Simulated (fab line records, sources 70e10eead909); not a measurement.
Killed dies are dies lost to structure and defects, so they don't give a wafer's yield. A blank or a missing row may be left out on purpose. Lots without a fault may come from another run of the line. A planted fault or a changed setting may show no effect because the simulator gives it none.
fab line records | flow nand_harc
record lots=12 wafers=36 last_day=32
route steps=1302 shown P_CONTACT@242 A_BONDPAD@1219 END@1302
lots that met no fault: from a run of the same line without faults
start_h: hours from the record's first day to the start of the lot's first wafer shown | wait_h: hours since the lot's step before | " the same as in the row above | L1.1+2: a row that stands for several wafers | - no value, or no start given | * or withheld: withheld | < > ~ a bound
route shown NAME@n: a module of which the file shows steps, and the number in the route of the first | usual: mean/standard deviation of fault-free wafers | same: alike in all rows | chamber/n: place in a boat | sites: the reading at each site | _std_site: their standard deviation | _edge_site: outer sites' mean less inner sites' | radius_mm: how far each site lies from the wafer's centre | mask NAME#n: copy n | behind: the tool/chamber that last shaped the wafer | hold: why the lot was held/for how many hours/how that ended | device: the transistor (n, p or np) that didn't switch | end of line: the same wafers' tests at the end of the route | a step without rows: its recipe alone | killed: dies lost to structure and defects at the first sort, not the wafer's yield | map: a wafer's dies, x killed, . not, _ none there
set.NAME: the setting as run; set.NAME@STEP: as run at that earlier step | model.NAME: the simulator's own value behind a step, which no gauge read
steps of the route over a sample of lots; a table a step, a row a wafer
services: from which hour (start_h, from the record's first day; less than 0 if before it) a tool's chamber was out of use, for how many hours, and why
## steps
# step NHARC_P_CONTACT_STRIP_28
# recipe o2_flow_sccm=500 ar_flow_sccm=0 bias_w=0 chemistry=O2
# usual chamber_pressure_mTorr=60.00/0.049 drypump_motor_current_A=5.6/0.41 mfc_ar_sccm=0.006/0.0085 oes_product_au=1.003/0.014 rf_vpp_V=57.6/0.91 showerhead_plenum_p_Torr=3.48/0.16 throttle_valve_pct=17.036/0.009
# columns lot.wafer tool chamber start_h wait_h chamber_pressure_mTorr drypump_motor_current_A mfc_ar_sccm oes_product_au rf_hours_counter_h rf_vpp_V showerhead_plenum_p_Torr throttle_valve_pct
L891.1 rie_diel-08 1 127.36 0.1 60.03 5.0 0.028 1.008 7.5 58.3 3.49 17.040
L891.2 " 3 " " 59.95 5.7 0.002 0.974 5.9 56.4 3.69 17.036
L891.6 " 1 " " 60.01 5.0 0.028 0.988 - 57.9 3.49 17.027
L892.4 rie_diel-11 2 139.87 0.1 59.91 5.2 0.016 1.001 1.9 59.0 3.34 17.023
L892.2 " 0 " " 60.00 5.7 0.005 0.993 1.9 58.3 3.45 17.054
L892.5 " 1 " " 60.05 6.5 0.009 0.990 - 58.6 3.76 17.038
L894.3 rie_diel-11 0 160.50 0.1 59.90 5.7 0.005 0.993 2.4 58.7 3.45 17.045
L894.4 " 1 " " 59.96 6.5 0.009 0.987 2.4 57.2 3.76 17.043
L894.6 " 3 " " 59.95 6.2 0 1.019 - 58.8 3.44 17.038
L895.2 rie_diel-08 3 174.80 0.1 60.05 5.8 0.002 0.986 8.2 57.3 3.69 17.038
L895.4 " 0 " " 60.04 5.6 0 0.995 9.6 57.0 3.43 17.044
L895.6 " 3 " " 59.93 5.7 0.002 0.992 - 57.7 3.69 17.032
L896.3 rie_diel-08 3 176.86 0.1 59.96 5.7 0.002 0.993 8.6 57.8 3.69 17.054
L896.4 " 0 " " 60.05 5.7 0 0.985 9.9 57.8 3.43 17.044
L896.5 " 1 " " 59.96 5.0 0.028 0.998 - 57.6 3.49 17.026
L897.1 rie_diel-11 0 191.97 0.1 60.03 5.7 0.005 0.999 3.2 56.4 3.45 17.041
L897.2 " 2 " " 59.98 5.2 0.016 1.010 3.3 59.1 3.34 17.037
L897.6 " 1 " " 59.94 6.5 0.009 0.987 - 58.7 3.76 17.035
L898.1 rie_diel-06 2 207.92 0.1 60.06 5.6 0 0.997 2.0 57.4 3.31 17.039
L898.2 " 0 " " 59.99 5.6 0 1.036 2.2 56.8 3.31 17.050
L898.6 " 2 " " 59.95 5.6 0 1.000 - 57.2 3.31 17.034
L899.4 rie_diel-06 3 213.13 0.1 59.98 5.5 0 1.024 2.4 58.6 3.73 17.048
L899.3 " 2 " " 59.92 5.6 0 0.991 2.2 56.5 3.31 17.032
L899.5 " 0 " " 60.06 5.6 0 1.020 - 55.3 3.31 17.021
L904.3 rie_diel-06 0 260.47 0.1 59.97 5.6 0 1.016 3.3 57.5 3.31 17.028
L904.2 " 1 " " 59.91 5.1 0.011 0.975 3.1 58.2 3.52 17.050
L904.5 " 0 " " 60.03 5.6 0 1.020 - 57.1 3.31 17.047
L907.1 rie_diel-11 1 288.16 0.1 59.98 6.5 0.009 0.988 0.9 59.0 3.75 17.029
L907.2 " 2 " " 59.96 5.2 0.016 0.996 1.0 57.4 3.34 17.031
L907.5 " 1 " " 59.95 6.5 0.009 0.989 - 59.4 3.76 17.030
L909.3 rie_diel-11 0 310.53 0.1 60.00 5.7 0.005 1.004 1.7 58.5 3.44 17.040
L909.1 " 1 " " 59.94 6.5 0.009 0.981 1.7 58.7 3.75 17.031
L909.6 " 3 " " 60.01 6.2 0 0.996 - 56.2 3.44 17.032
L911.1 rie_diel-11 2 327.90 0.1 60.05 5.2 0.016 0.991 2.1 56.7 3.34 17.049
L911.3 " 0 " " 60.00 5.7 0.005 0.994 2.1 57.5 3.44 17.040
L911.6 " 3 " " 60.01 6.2 0 1.002 - 58.2 3.44 17.041
# step NHARC_A_BONDPAD_ETCH_34
# recipe target_depth_a=600 overetch_a=180 time_s=65.91 ion_energy_ev=200 n2_flow_sccm=150 h2_flow_sccm=150 ar_flow_sccm=0 rf_w=400 bias_w=150 chemistry=N2/H2
# usual chamber_pressure_mTorr=29.997/0.027 drypump_motor_current_A=5.5/0.36 mfc_ar_sccm=0.005/0.0084 oes_product_au=1.002/0.012 rf_fwd_power_W=396.5/1.6 rf_vpp_V=430/3.2 showerhead_plenum_p_Torr=2.02/0.11 throttle_valve_pct=14.171/0.01
# same time_s=65.91
# columns lot.wafer tool chamber start_h wait_h chamber_pressure_mTorr drypump_motor_current_A mfc_ar_sccm oes_product_au rf_fwd_power_W rf_hours_counter_h rf_vpp_V showerhead_plenum_p_Torr throttle_valve_pct
L891.2 rie_diel-06 0 541.23 0.1 30.019 5.6 0 1.003 396.7 1 426 1.90 14.155
L891.1 " 1 " " 30.012 5.1 0.011 1.006 393.5 1 431 2.03 14.162
L891.6 " 3 " " 30.000 5.5 0 1.009 394.5 - 434 2.17 14.183
L892.2 rie_diel-01 2 549.77 0.1 30.016 5.4 0.009 0.991 398.9 59 427 1.89 14.152
L892.4 " 0 " " 30.011 5.2 0 0.986 400.8 52 434 2.16 14.172
L892.5 " 2 " " 29.930 5.4 0.009 0.999 395.5 - 427 1.89 14.166
L894.4 rie_diel-12 3 565.89 0.1 30.033 6.3 0 1.010 398.8 17 433 2.13 14.192
L894.3 " 1 " " 30.045 5.9 0 0.988 396.7 17 433 2.15 14.179
L894.6 " 3 " " 29.959 6.3 0 1.006 396.0 - 433 2.13 14.156
L896.3 rie_diel-12 2 580.75 0.1 29.964 5.1 0 1.007 396.3 18 426 1.90 14.168
L896.4 " 3 " " 30.017 6.3 0 1.012 395.9 19 433 2.13 14.169
L896.5 " 0 " " 29.994 5.4 0.030 0.989 395.7 - 435 2.12 14.164
L895.4 rie_diel-06 1 592.78 0.1 29.934 5.1 0.011 0.980 394.2 2 431 2.03 14.164
L895.2 " 3 " " 29.999 5.6 0 1.015 394.7 3 434 2.17 14.176
L895.6 " 1 " " 30.008 5.1 0.011 0.996 395.5 - 429 2.03 14.176
L897.2 rie_diel-01 3 615.27 0.1 30.022 5.0 0.016 0.994 396.1 14 427 1.92 14.178
L897.1 " 1 " " 29.964 6.0 0 1.010 397.3 17 429 1.99 14.164
L897.6 " 1 " " 29.973 6.0 0 1.003 397.2 - 428 1.99 14.165
L898.2 rie_diel-01 2 620.38 0.1 29.977 5.4 0.009 0.978 394.2 11 436 2.21 14.171
L898.1 " 3 " " 30.032 5.0 0.016 0.992 395.6 15 428 1.92 14.187
L898.6 " 1 " " 30.018 6.0 0 1.012 397.8 - 427 1.99 14.166
L899.3 rie_diel-06 0 627.04 0.1 29.968 5.6 0 0.993 394.0 4 426 1.90 14.180
L899.4 " 0 " " 30.032 5.6 0 1.005 393.9 - 428 1.90 14.184
L899.5 " 1 " " 30.017 5.1 0.011 0.989 394.4 - 431 2.03 14.170
L904.2 rie_diel-12 1 666.33 0.2 30.015 5.9 0 1.004 395.9 6 435 2.14 14.162
L904.3 " 2 " " 29.986 5.1 0 1.020 394.8 6 426 1.90 14.169
L904.5 " 3 " " 29.994 6.3 0 1.002 397.6 - 433 2.13 14.165
L907.1 rie_diel-06 2 680.77 0.1 30.018 5.6 0 0.982 398.2 0 426 1.90 14.193
L907.2 " 0 " " 29.992 5.6 0 1.019 394.7 0 426 1.90 14.181
L907.5 " 3 " " 29.958 5.5 0 1.007 396.3 - 433 2.17 14.164
L909.1 rie_diel-06 1 718.15 0.1 29.991 5.1 0.011 1.014 398.2 1 430 2.03 14.171
L909.3 " 2 " " 29.992 5.6 0 0.993 398.1 1 428 1.90 14.152
L909.6 " 1 " " 29.989 5.1 0.011 1.002 397.1 - 431 2.03 14.160
L911.3 rie_diel-06 1 730.45 0.1 29.972 5.1 0.011 0.994 397.1 1 430 2.03 14.167
L911.1 " 2 " " 30.013 5.6 0 0.987 396.3 1 427 1.90 14.183
L911.6 " 1 " " 29.965 5.1 0.011 1.019 394.5 - 431 2.03 14.166
# step NHARC_A_BONDPAD_THK_MEAS_20
# recipe thk_meas_gauge=xrf
# usual thk_nm=169.7/2
# columns lot.wafer tool chamber start_h wait_h thk_nm
L891.1 film_metro-01 - 543.47 - 166.2
L891.2 " - " " 166.3
L891.6 " - " " 167.2
L892.2 film_metro-01 - 552.03 - 168.8
L892.4 " - " " 168.0
L892.5 " - " " 169.0
L894.3 film_metro-01 - 568.60 - 169.0
L894.4 " - " " 169.7
L894.6 " - " " 169.2
L896.3 film_metro-01 - 582.99 - 168.7
L896.4 " - " " 168.3
L896.5 " - " " 172.7
L895.2 film_metro-01 - 595.04 - 167.1
L895.4 " - " " 171.4
L895.6 " - " " 166.8
L897.1 film_metro-01 - 617.55 - 169.5
L897.2 " - " " 169.8
L897.6 " - " " 168.8
L898.1 film_metro-02 - 622.64 - 169.8
L898.2 " - " " 168.4
L898.6 " - " " 172.2
L899.3 film_metro-01 - 629.38 - 171.1
L899.4 " - " " 172.0
L899.5 " - " " 171.9
L904.2 film_metro-02 - 668.59 - 170.9
L904.3 " - " " 168.3
L904.5 " - " " 170.0
L907.1 film_metro-02 - 683.07 - 170.3
L907.2 " - " " 172.1
L907.5 " - " " 167.5
L909.1 film_metro-02 - 720.49 - 167.2
L909.3 " - " " 170.3
L909.6 " - " " 174.1
L911.1 film_metro-01 - 732.70 - 167.3
L911.3 " - " " 169.0
L911.6 " - " " 166.9
# step NHARC_END_SORT_01
# recipe temp_c=25
# usual killed_at_array=57/21 killed_at_other=0.9/1.2 killed_at_periphery=4.2/2.9 killed_dies=62/21 killed_open=3.2/1.8 killed_short=2.4/1.5
# same gross_dies=677
# columns lot.wafer tool chamber start_h wait_h killed_at_array killed_at_other killed_at_periphery killed_dies killed_open killed_short
L909.1 prober-01 0 749.14 2.5 28 1 3 32 1 2
L909.3 prober-01 0 750.72 3.1 31 0 75 106 5 4
L909.6 prober-01 0 753.09 4.0 33 1 1 35 3 1
L911.1 prober-01 0 769.66 2.5 52 2 2 56 3 2
L911.3 prober-01 0 771.25 3.1 40 1 71 112 3 2
L911.6 prober-01 0 773.64 4.0 40 0 2 42 3 4
# killed by level:class
L909.1 A_CHANNEL_HOLE_D1:chamber_film_flake=11 A_SLIT:chamber_film_flake=4 A_CHANNEL_FILL_D1:chamber_film_flake=3 P_GATE:chamber_film_flake=2 A_ZERO_WELL:chamber_film_flake=2 A_CONTACT:chamber_film_flake=2 A_M0:chamber_film_flake=2 P_M0:geometric_particle:short=1
L909.3 P_CONTACT:unspecified=71 A_CHANNEL_HOLE_D1:chamber_film_flake=11 A_SLIT:chamber_film_flake=7 P_GATE:chamber_film_flake=3 A_STAIRCASE:chamber_film_flake=2 A_M0:chamber_film_flake=2 P_CONTACT:geometric_particle:short=1 A_ONON_D1:geometric_particle:short=1
L909.6 A_CHANNEL_HOLE_D1:chamber_film_flake=12 A_SLIT:chamber_film_flake=8 A_DECK1_JOINT:chamber_film_flake=3 A_CONTACT:chamber_film_flake=3 A_ONON_D1:geometric_particle:open=1 A_CHANNEL_FILL_D1:geometric_particle:open=1 A_DECK1_JOINT:geometric_particle:short=1 A_CONTACT:geometric_particle:open=1
L911.1 A_SLIT:chamber_film_flake=34 A_CHANNEL_HOLE_D1:chamber_film_flake=11 A_CHANNEL_HOLE_D1:geometric_particle:open=2 STARTING-WAFER:geometric_particle:short=2 P_CONTACT:chamber_film_flake=2 A_CONTACT:chamber_film_flake=2 A_M1:geometric_particle:open=1 A_STAIRCASE:chamber_film_flake=1
L911.3 P_CONTACT:unspecified=66 A_SLIT:chamber_film_flake=19 A_CHANNEL_HOLE_D1:chamber_film_flake=11 P_CONTACT:chamber_film_flake=3 A_STAIRCASE:chamber_film_flake=3 A_CONTACT:chamber_film_flake=2 P_CONTACT:geometric_particle:open=1 A_ONON_D2:geometric_particle:short=1
L911.6 A_SLIT:chamber_film_flake=22 A_CHANNEL_HOLE_D1:chamber_film_flake=8 A_CONTACT:chamber_film_flake=3 A_M0:geometric_particle:open=2 P_CONTACT:geometric_particle:open=1 A_ONON_D1:geometric_particle:short=1 A_CHANNEL_FILL_D1:geometric_particle:short=1 A_ONON_D2:geometric_particle:short=1
## services
# columns tool chamber start_h hours kind
rie_diel-06 2 113.68 7.4 repair
rie_diel-06 2 122.09 4.4 repair
rie_diel-06 - 130.20 9.0 pm
rie_diel-06 1 144.44 2.4 repair
rie_diel-11 - 233.41 13.8 repair
rie_diel-11 - 255.50 9.0 pm
rie_diel-11 2 265.89 8.0 repair
rie_diel-06 - 277.15 0.7 repair
rie_diel-06 3 282.90 1.3 repair
rie_diel-06 - 307.21 9.0 pm
rie_diel-11 1 317.03 6.1 repair
rie_diel-11 0 334.54 5.6 repair
rie_diel-06 3 343.97 6.9 repair
rie_diel-11 3 365.92 7.0 repair
rie_diel-06 0 368.00 7.5 repair
rie_diel-11 0 372.33 7.4 repair
rie_diel-11 1 402.95 10.0 repair
rie_diel-06 3 450.13 1.8 repair
rie_diel-06 - 484.21 9.0 pm
rie_diel-06 1 516.69 10.2 repair
rie_diel-06 3 623.28 8.4 repair
rie_diel-06 - 661.21 9.0 pm
rie_diel-06 0 670.79 7.1 repair
rie_diel-06 1 684.24 3.2 repair
## key
first_sign step=NHARC_END_SORT_01 reading=killed_at_periphery direction=up sigmas=24 usual=4.2 struck=73
more_kills_born_at NHARC_P_CONTACT_STRIP_28@rie_diel-11=137
met_at NHARC_P_CONTACT_STRIP_28
struck_lots L909,L911
struck_wafers L909.3,L911.3
tester_left_out L909,L911
not_acting_at NHARC_A_BONDPAD_ETCH_34,NHARC_A_BONDPAD_THK_MEAS_20
onset_between 191.97 310.53
fault kind=chamber_particle_source tool=rie_diel-11 chamber=0 onset_h=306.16 steps=NHARC_P_CONTACT_STRIP_28 rate_per_visit_cm2=0.49033 end_h=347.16
# tester_left_out: of these lots the tester's yield and bins aren't shown, on N5 and GAA mostly nor the transistor test; their killed dies are dies lost to structure and defects alone, not to doping, threshold or leakage, so they don't give the yield
